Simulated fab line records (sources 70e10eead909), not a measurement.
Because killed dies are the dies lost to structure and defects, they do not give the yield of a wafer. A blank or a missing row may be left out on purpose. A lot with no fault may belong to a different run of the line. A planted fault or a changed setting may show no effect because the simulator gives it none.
A struck lot beside a sound one + flow nand harc + 26 out of 1159 route steps
Sound: these wafers, L566.3, L566.4, L566.6. Struck: wafers L571.3, L571.4, L571.5. The cause is named last.
At each step with rows: each side's tool, then ch and its chambers, then its first start. Under that, the readings that differ: sound wafers + struck wafers + difference of the means + sigmas: that difference in standard deviations of wafers without a fault.
alike: same words and numbers on both sides, and readings whose means sit less than 2 such deviations apart. not compared: any withheld reading, any reading some wafer has no value for, any bound like >300 that may hide the same value, and any number with overlapping values for which the record gives no deviation.
A row with sigmas, a row that says differs or no value, or rows on one side alone: a step with any of these is where the two part. Non-overlapping numbers with no deviation appear without sigmas and do not part them. Lack of a reading on every wafer of one side parts them only where that side has two or more wafers.

first, 5 steps without rows for these wafers: NHARC_P_GATE_STRIP_15 (strips in SPM, time 780 s); NHARC_P_GATE_PRECLEAN_71 (cleans in SC1); NHARC_P_GATE_SRD_72; NHARC_P_GATE_OXIDE_16 (material SiO2, target thk 3 nm, ox time 392 s); NHARC_P_GATE_CVD_17 (deposits poly-Si, target thk 150 nm, time 900 s).
NHARC_P_GATE_HM_DEP_102: deposits aC, target thk 120 nm.
  sound on acl dep-03 ch 0, day 5 22:30; struck on acl dep-02 ch 0, day 7 05:15
  alike: throttle valve pct
NHARC_P_GATE_DEP_103: deposits SiON, target thk 30 nm.
  sound on pecvd-04 ch 1,2, day 5 22:59; struck on pecvd-04 ch 0,1, day 7 05:47
  alike: heater power w
then, 5 steps without rows for these wafers: NHARC_P_GATE_DEHYDRATE_18 (time 120 s); NHARC_P_GATE_HMDS_19 (time 30 s); NHARC_P_GATE_COAT_20 (resist thk 90 nm); NHARC_P_GATE_SOFTBAKE_21 (time 55 s); NHARC_P_GATE_EBR_22.
NHARC_P_GATE_EXPOSE_23: exposes mask P GATE, target cd 120 nm.
  sound on arfi scanner-01 ch 0, day 5 23:30; struck on arfi scanner-01 ch 0, day 7 06:25
| reading | sound                      | struck                              | difference | sigmas |
|---------|----------------------------|-------------------------------------|------------|--------|
| mask    | P_GATE#0 P_GATE#0 P_GATE#0 | P_GATE_R1#0 P_GATE_R1#0 P_GATE_R1#0 | differs    |        |
then, 2 steps without rows for these wafers: NHARC_P_GATE_PEB_24 (peb time 65 s); NHARC_P_GATE_DEVELOP_25 (develop time 35 s).
NHARC_P_GATE_CD_MEAS_26 targets a cd of 120 nm.
  sound on cd sem-01 ch 0, day 5 23:38; struck on cd sem-03 ch 0, day 7 06:33
| reading    | sound             | struck            | difference | sigmas |
|------------|-------------------|-------------------|------------|--------|
| cd nm (nm) | 119.1 119.2 119.6 | 103.8 103.2 104.4 | -15.5      | -23    |
NHARC_P_GATE_OVL_MEAS_27:
  sound on overlay-01, day 5 23:43; struck on overlay-01, day 7 06:38
| reading           | sound          | struck         | difference | sigmas |
|-------------------|----------------|----------------|------------|--------|
| overlay x nm (nm) | 1.4 1.6 0.7    | -1.0 -1.0 -0.6 | -2.1       | -2     |
| overlay y nm (nm) | -0.5 -0.9 -1.0 | 0.3 0.8 0.3    | +1.3       | +2     |
NHARC_P_GATE_INSPECT_28:
  sound on defect inspect-01, day 5 23:45; struck on defect inspect-01, day 7 06:40
  alike: raw defect count
NHARC_P_GATE_DESCUM_31: chemistry O2, time 3 s.
  sound on rie diel-03 ch 0,2,3, day 5 23:49; struck on rie diel-08 ch 0,1, day 7 06:46
| reading                 | sound             | struck            | difference | sigmas |
|-------------------------|-------------------|-------------------|------------|--------|
| model.P_GATE.cd nm (nm) | 119.7 119.2 118.5 | 104.4 103.6 104.3 | -15.0      |        |
  alike: drypump motor current A, o2 flow sccm, oes product au, rf vpp V, showerhead plenum p Torr, throttle valve pct
  not compared: rf hours counter h
NHARC_P_GATE_ETCH_104: etches the open film in CF4/CHF3, target depth 60 nm.
  sound on rie diel-03 ch 0,1, day 5 23:54; struck on rie diel-08 ch 0,2, day 7 06:59
  alike: cf4 flow sccm, drypump motor current A, oes product au, rf vpp V, showerhead plenum p Torr, throttle valve pct
NHARC_P_GATE_HM_OPEN_105: chemistry O2/COS, target depth 360 nm.
  sound: rie diel-03 ch 0,1,3; struck: rie diel-08 ch 0,1
| reading               | sound             | struck            | difference | sigmas |
|-----------------------|-------------------|-------------------|------------|--------|
| oes product au (a.u.) | 1.002 0.978 1.007 | 1.023 1.023 1.023 | +0.027     | +2     |
  alike: drypump motor current A, o2 flow sccm, rf vpp V, showerhead plenum p Torr, throttle valve pct
  not compared: rf hours counter h
then, 2 steps without rows for these wafers: NHARC_P_GATE_STRIP_106 (strips in O2/COS); NHARC_P_GATE_ETCH_114 (etches the open film in CF4/O2, target depth 30 nm, overetch 3 nm, time 16.5 s).
NHARC_P_GATE_ETCH_32: etches the open film in HBr/Cl2, target depth 150 nm, time 100.1 s.
  sound on rie si-02 ch 1,2,3, day 6 00:56; struck on rie si-04 ch 0,2,3, day 7 08:05
| reading                 | sound             | struck            | difference | sigmas |
|-------------------------|-------------------|-------------------|------------|--------|
| model.P_GATE.cd nm (nm) | 115.3 112.2 120.3 | 100.2 107.1 108.2 | -10.8      |        |
  alike: drypump motor current A, oes product au, throttle valve pct
  not compared: rf hours counter h
NHARC_P_GATE_STRIP_108: strips in O2.
  sound on rie diel-13 ch 1,2,3, day 6 01:05; struck on rie diel-08 ch 0,2,3, day 7 08:14
  alike: drypump motor current A, o2 flow sccm, oes product au, rf vpp V, showerhead plenum p Torr, throttle valve pct
  not compared: rf hours counter h
-- break in the record here, with 15 days between the starts of the struck wafers on either side (left off in module P_GATE, picked up again in module END, where the first step shown is number 1159 on the route) --
NHARC_END_SORT_01:
  here the record holds rows for the struck wafers (prober-02 ch 0, day 21 23:43) but none for the sound ones

## WHERE THEY PART
Earliest at NHARC_P_GATE_EXPOSE_23; latest, in this record, at NHARC_END_SORT_01.

WHY: the cause the simulator had injected
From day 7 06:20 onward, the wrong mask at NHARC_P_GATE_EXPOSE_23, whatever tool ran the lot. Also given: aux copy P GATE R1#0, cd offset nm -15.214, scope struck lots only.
